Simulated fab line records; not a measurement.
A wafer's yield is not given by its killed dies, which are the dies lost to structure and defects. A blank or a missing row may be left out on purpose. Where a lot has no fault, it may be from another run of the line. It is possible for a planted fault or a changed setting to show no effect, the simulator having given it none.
Chamber matching ; flow n5Finfet ; N5_GATE_CUT_ETCH_58 on rieDiel-01 has 4 sister chambers
The step etches SiNx in CH3F/O2, target depth 17 nm, time 128.6 s. 4 wafers are shown with their chamber, then 7 later ones without.

EACH WAFER AND ITS CHAMBER
wafer;chamber;showerheadPlenumPTorr (Torr)
L078.6;0;1.98
L089.2;3;2.04
L092.1;2;2.02
L092.2;1;1.89

WAFERS MISSING THEIR CHAMBER
wafer;showerheadPlenumPTorr (Torr)
L092.5;2.04
L093.1;2.02
L093.4;2.04
L093.5;1.89
L096.3;1.97
L096.4;1.89
L096.6;2.03

CHAMBER TAKEN BY EACH
wafer;from the rows above;in truth
L092.5;3;3
L093.1;2;2
L093.4;3;3
L093.5;1;1
L096.3;0;0
L096.4;1;1
L096.6;can't be placed: 2 or 3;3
Placed correctly: 6 of 7. Not placeable from these rows: 1 (in 1, the candidates include the true chamber). Placed wrongly: 0.
How it was worked out, from the rows above alone: a wafer's distance from a chamber is the root of the sum, over the readings, of the square of ((its reading less the chamber's mean) divided by the reading's scatter). If the next closest chamber is less than 2 further off than the closest, the wafer can't be placed; otherwise it belongs to the closest. For every chamber, the mean is computed from those of its wafers that are shown. The scatter: with one shown wafer a chamber, the root of the mean of the squares of how far each hidden wafer lies from its nearest shown one.
